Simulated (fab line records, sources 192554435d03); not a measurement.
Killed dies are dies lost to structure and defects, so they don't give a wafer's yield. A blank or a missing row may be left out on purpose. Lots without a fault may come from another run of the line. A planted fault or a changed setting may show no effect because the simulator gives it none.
fab line records | flow n5_finfet
record lots=11 wafers=33 last_day=20
route steps=1938 shown MIM_BOT@1833 MIM_TOP@1834 MIM_TOP_LITHO@1850 TV_LITHO@1881
lots that met no fault: from a run of the same line without faults
start_h: hours from the record's first day to the start of the lot's first wafer shown | wait_h: hours since the lot's step before | " the same as in the row above | L1.1+2: a row that stands for several wafers | - no value, or no start given | * or withheld: withheld | < > ~ a bound
route shown NAME@n: a module of which the file shows steps, and the number in the route of the first | usual: mean/standard deviation of fault-free wafers | same: alike in all rows | chamber/n: place in a boat | sites: the reading at each site | _std_site: their standard deviation | _edge_site: outer sites' mean less inner sites' | radius_mm: how far each site lies from the wafer's centre | mask NAME#n: copy n | behind: the tool/chamber that last shaped the wafer | hold: why the lot was held/for how many hours/how that ended | device: the transistor (n, p or np) that didn't switch | end of line: the same wafers' tests at the end of the route | a step without rows: its recipe alone | killed: dies lost to structure and defects at the first sort, not the wafer's yield | map: a wafer's dies, x killed, . not, _ none there
set.NAME: the setting as run; set.NAME@STEP: as run at that earlier step | model.NAME: the simulator's own value behind a step, which no gauge read
steps of the route over a sample of lots; a table a step, a row a wafer
services: from which hour (start_h, from the record's first day; less than 0 if before it) a tool's chamber was out of use, for how many hours, and why
## steps
# step N5_MIM_BOT_SPUTTER_00
# recipe material=TiN target_thk_a=350 temp_c=200 power_w=3000 chamber_pressure_pa=0.49996 gas=Ar reactive_partial_pa=0.37997 time_s=89.7
# usual cathode_dc_power_W=3000.0/0.56 throttle_valve_pct=30.4/0.59
# columns lot.wafer tool chamber start_h wait_h cathode_dc_power_W throttle_valve_pct
L422.1 pvd_sputter-03 - 298.83 0.0 3000.0 30.4
L422.4 " - " " 3001.0 29.4
L422.6 " - " " 2999.4 30.4
L428.2 pvd_sputter-02 - 326.37 0.0 2999.8 31.1
L428.3 " - " " 3000.8 29.8
L428.6 " - " " 2999.6 29.9
L427.4 pvd_sputter-02 - 329.39 0.0 2999.4 29.6
L427.5 " - " " 3000.0 30.2
L427.6 " - " " 2999.8 31.0
L432.2 pvd_sputter-03 - 356.69 0.0 2999.6 29.4
L432.3 " - " " 3000.1 30.5
L432.5 " - " " 3000.2 30.5
L434.1 pvd_sputter-02 - 363.19 0.0 3000.2 29.9
L434.4 " - " " 3000.7 31.1
L434.5 " - " " 3000.3 30.2
L437.3 pvd_sputter-03 - 368.27 0.0 2998.7 30.7
L437.4 " - " " 2999.9 29.5
L437.6 " - " " 3000.2 29.5
L438.1 pvd_sputter-03 - 396.80 0.0 2999.5 30.3
L438.5 " - " " 3000.1 30.0
L438.6 " - " " 2999.4 30.6
L440.2 pvd_sputter-02 - 401.25 0.0 3000.6 31.1
L440.4 " - " " 2999.2 29.6
L440.5 " - " " 3000.2 29.8
L444.2 pvd_sputter-03 - 429.73 0.0 3001.0 30.2
L444.4 " - " " 2998.7 30.1
L444.6 " - " " 2999.7 29.5
L443.1 pvd_sputter-03 - 429.85 0.0 3000.8 30.3
L443.3 " - " " 3000.1 30.3
L443.6 " - " " 2999.9 29.5
L445.1 pvd_sputter-03 - 454.68 0.0 3000.4 29.5
L445.2 " - " " 3001.6 30.0
L445.5 " - " " 3000.7 29.4
# step N5_MIM_TOP_ALD_00
# recipe material=Al2O3 target_thk_a=* temp_c=withheld ald_precursor_family=TMA ald_co_reactant=O3 pulse_time_s=withheld purge_time_s=3 co_reactant_purge_time_s=withheld co_reactant_pulse_time_s=3 ald_cycles=withheld
# usual precursor_pulse_height_rel=1.004/0.021
# columns lot.wafer tool chamber start_h wait_h precursor_pulse_height_rel
L422.1 ald_hk-03 2 298.94 0.1 0.980
L422.4 " 0 " " 0.987
L422.6 " 2 " " 0.981
L428.2 ald_hk-01 1 326.47 0.1 0.984
L428.3 " 3 " " 1.019
L428.6 " 3 " " 1.022
L427.4 ald_hk-02 3 329.45 0.0 0.994
L427.5 " 1 " " 0.982
L427.6 " 2 " " 1.005
L432.2 ald_hk-02 2 356.79 0.1 0.983
L432.3 " 1 " " 1.009
L432.5 " 1 " " 0.980
L434.1 ald_hk-03 0 363.29 0.1 1.002
L434.4 " 1 " " 0.995
L434.5 " 3 " " 1.011
L437.3 ald_hk-03 3 368.37 0.1 0.998
L437.4 " 1 " " 0.999
L437.6 " 2 " " 1.009
L438.1 ald_hk-02 2 396.90 0.1 0.964
L438.5 " 2 " " 1.011
L438.6 " 3 " " 0.997
L440.2 ald_hk-03 0 401.35 0.1 0.985
L440.4 " 1 " " 0.998
L440.5 " 1 " " 1.012
L444.2 ald_hk-01 2 429.83 0.1 1.010
L444.4 " 0 " " 0.995
L444.6 " 2 " " 1.047
L443.1 ald_hk-03 0 429.95 0.1 1.031
L443.3 " 2 " " 1.015
L443.6 " 3 " " 1.000
L445.1 ald_hk-01 3 454.78 0.1 1.015
L445.2 " 2 " " 1.026
L445.5 " 2 " " 0.948
# step N5_MIM_TOP_LITHO_DESCUM_10
# recipe chemistry=O2 time_s=7.9 source_power_w=50 bias_power_w=20 pressure_mtorr=20 rf_frequency_hz=2.712e+07 temp_c=40 o2_flow_sccm=225
# usual drypump_motor_current_A=5.6/0.5 oes_product_au=0.82/0.063 rf_vpp_V=243.9/1.4 showerhead_plenum_p_Torr=2.14/0.075 throttle_valve_pct=20.39/0.12
# columns lot.wafer tool chamber start_h wait_h drypump_motor_current_A oes_product_au rf_hours_counter_h rf_vpp_V showerhead_plenum_p_Torr throttle_valve_pct
L422.1 rie_diel-04 3 300.60 0.7 6.0 0.90 37 245.9 2.21 20.39
L422.4 " 0 " " 5.3 0.83 - 242.8 2.03 20.37
L422.6 " 2 " " 6.1 0.76 - 242.4 2.10 20.32
L428.2 rie_diel-03 1 328.78 0.0 6.5 0.80 114 244.2 2.19 20.43
L428.3 " 0 " " 5.5 0.87 52 242.6 2.03 20.13
L428.6 " 3 " " 4.9 0.68 - 244.0 2.15 20.81
L427.4 rie_diel-04 0 332.27 0.0 5.3 0.81 97 243.0 2.02 20.39
L427.5 " 2 " " 6.1 0.75 - 243.2 2.10 20.34
L427.6 " 3 " " 6.0 0.88 - 244.6 2.21 20.40
L432.2 rie_diel-01 0 358.51 0.8 5.7 0.76 152 243.2 2.09 20.42
L432.3 " 2 " " 5.3 0.82 83 244.3 2.21 20.38
L432.5 " 0 " " 5.8 0.75 - 242.2 2.09 20.42
L434.1 rie_diel-03 2 365.15 0.0 5.3 0.96 14 245.3 2.22 20.21
L434.4 " 1 " " 6.5 0.79 129 244.7 2.19 20.45
L434.5 " 0 " " 5.6 0.84 - 242.9 2.03 20.15
L437.3 rie_diel-01 1 369.61 0.0 5.1 0.80 102 245.2 2.20 20.43
L437.4 " 2 " " 5.3 0.81 88 245.6 2.21 20.40
L437.6 " 0 " " 5.7 0.75 - 242.8 2.09 20.43
L438.1 rie_diel-04 2 400.74 0.0 6.1 0.73 173 242.0 2.09 20.38
L438.5 " 0 " " 5.3 0.79 - 243.0 2.01 20.41
L438.6 " 1 " " 5.1 0.80 - 245.3 2.20 20.21
L440.2 rie_diel-03 0 403.00 0.0 5.5 0.84 77 242.8 2.02 20.17
L440.4 " 2 " " 5.3 0.93 26 245.1 2.22 20.23
L440.5 " 2 " " 5.2 0.93 - 245.3 2.22 20.22
L444.2 rie_diel-03 1 431.29 0.1 6.5 0.77 150 244.1 2.18 20.49
L444.4 " 0 " " 5.5 0.83 88 242.7 2.02 20.19
L444.6 " 1 " " 6.5 0.77 - 244.6 2.18 20.49
L443.1 rie_diel-03 1 431.37 0.0 6.5 0.77 150 243.7 2.18 20.48
L443.3 " 2 " " 5.3 0.91 36 244.8 2.22 20.24
L443.6 " 2 " " 5.3 0.91 - 245.7 2.22 20.24
L445.1 rie_diel-04 1 456.39 0.0 5.0 0.78 109 244.7 2.20 20.23
L445.2 " 0 " " 5.3 0.77 138 241.1 2.01 20.44
L445.5 " 1 " " 5.1 0.78 - 245.9 2.20 20.24
# step N5_PASSIVATION_DEVELOP_09
# recipe develop_time_s=60 rinse_liquid=diw dry=air_spin dev_temp_c=21
# columns lot.wafer tool chamber start_h wait_h
L422.1+4+6 litho_track-05 0 303.67 -
L428.2+3+6 litho_track-03 0 331.21 -
L427.4+5+6 litho_track-01 0 335.94 -
L432.2+3+5 litho_track-03 0 360.57 -
L434.1+4+5 litho_track-01 0 369.35 -
L437.3+4+6 litho_track-05 0 373.84 -
L438.1+5+6 litho_track-01 0 403.27 -
L440.2+4+5 litho_track-01 0 405.93 -
L444.2+4+6 litho_track-03 0 434.96 -
L443.1+3+6 litho_track-01 0 434.99 -
L445.1+2+5 litho_track-05 0 460.34 -
# step N5_PASSIVATION_CD_MEAS_10
# recipe target_cd_nm=3000 landing_energy_ev=500 detector=se_inlens
# usual cd_nm=2999.8/1.5
# columns lot.wafer tool chamber start_h wait_h cd_nm
L422.1 cd_sem-01 0 303.78 - 2998.7
L422.4 " 0 " " 2999.1
L422.6 " 0 " " 3000.3
L428.2 cd_sem-02 0 331.32 - 3000.1
L428.3 " 0 " " 2999.4
L428.6 " 0 " " 3000.9
L427.4 cd_sem-02 0 336.06 - 2998.7
L427.5 " 0 " " 3001.5
L427.6 " 0 " " 3001.3
L432.2 cd_sem-03 0 360.69 - 3000.0
L432.3 " 0 " " 3000.2
L432.5 " 0 " " 3003.6
L434.1 cd_sem-03 0 369.47 - 3001.2
L434.4 " 0 " " 2999.0
L434.5 " 0 " " 3001.3
L437.3 cd_sem-02 0 373.95 - 3000.4
L437.4 " 0 " " 2999.9
L437.6 " 0 " " 2999.9
L438.1 cd_sem-03 0 403.39 - 2999.3
L438.5 " 0 " " 2997.8
L438.6 " 0 " " 2999.1
L440.2 cd_sem-03 0 406.04 - 2994.0
L440.4 " 0 " " 2993.6
L440.5 " 0 " " 2999.9
L444.2 cd_sem-02 0 435.07 - 2998.3
L444.4 " 0 " " 2998.7
L444.6 " 0 " " 2998.0
L443.1 cd_sem-01 0 435.11 - 2996.5
L443.3 " 0 " " 2996.8
L443.6 " 0 " " 2993.8
L445.1 cd_sem-03 0 460.45 - 3001.5
L445.2 " 0 " " 3000.8
L445.5 " 0 " " 3000.5
## services
# columns tool chamber start_h hours kind
ald_hk-02 - 290.83 1.2 repair
rie_diel-04 1 294.03 23.1 repair
pvd_sputter-02 - 295.39 5.2 repair
rie_diel-03 2 313.71 - clean
rie_diel-03 2 313.71 - consumable_replace:focus_ring
rie_diel-03 2 313.71 - consumable_replace:showerhead
rie_diel-03 2 313.71 17.9 scheduled_down
rie_diel-03 2 313.71 17.9 vent_cycle
rie_diel-03 3 331.61 - clean
rie_diel-03 3 331.61 - consumable_replace:focus_ring
rie_diel-03 3 331.61 20.4 scheduled_down
rie_diel-03 3 331.61 20.4 vent_cycle
rie_diel-03 - 353.27 4.3 pm
ald_hk-01 - 357.83 14.6 pm
pvd_sputter-02 - 366.81 8.6 repair
pvd_sputter-02 - 396.80 1.1 repair
ald_hk-01 - 398.25 6.0 pm
## key
first_sign step=N5_PASSIVATION_CD_MEAS_10 reading=cd_nm direction=down sigmas=4 usual=2999.8 struck=2993.8
effect none on later readings
met_at N5_PASSIVATION_DEVELOP_09
struck_lots L440,L443
struck_wafers L440.2,L440.4,L443.6
not_acting_at N5_MIM_BOT_SPUTTER_00,N5_MIM_TOP_ALD_00,N5_MIM_TOP_LITHO_DESCUM_10
onset_between 403.27 405.93
fault kind=process_parameter_drift tool=litho_track-01 chamber=- onset_h=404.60 steps=N5_PASSIVATION_DEVELOP_09 channel=develop_time_s offset=* shape=step end_h=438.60 scope=struck_wafers_only acts_in=* stated=*
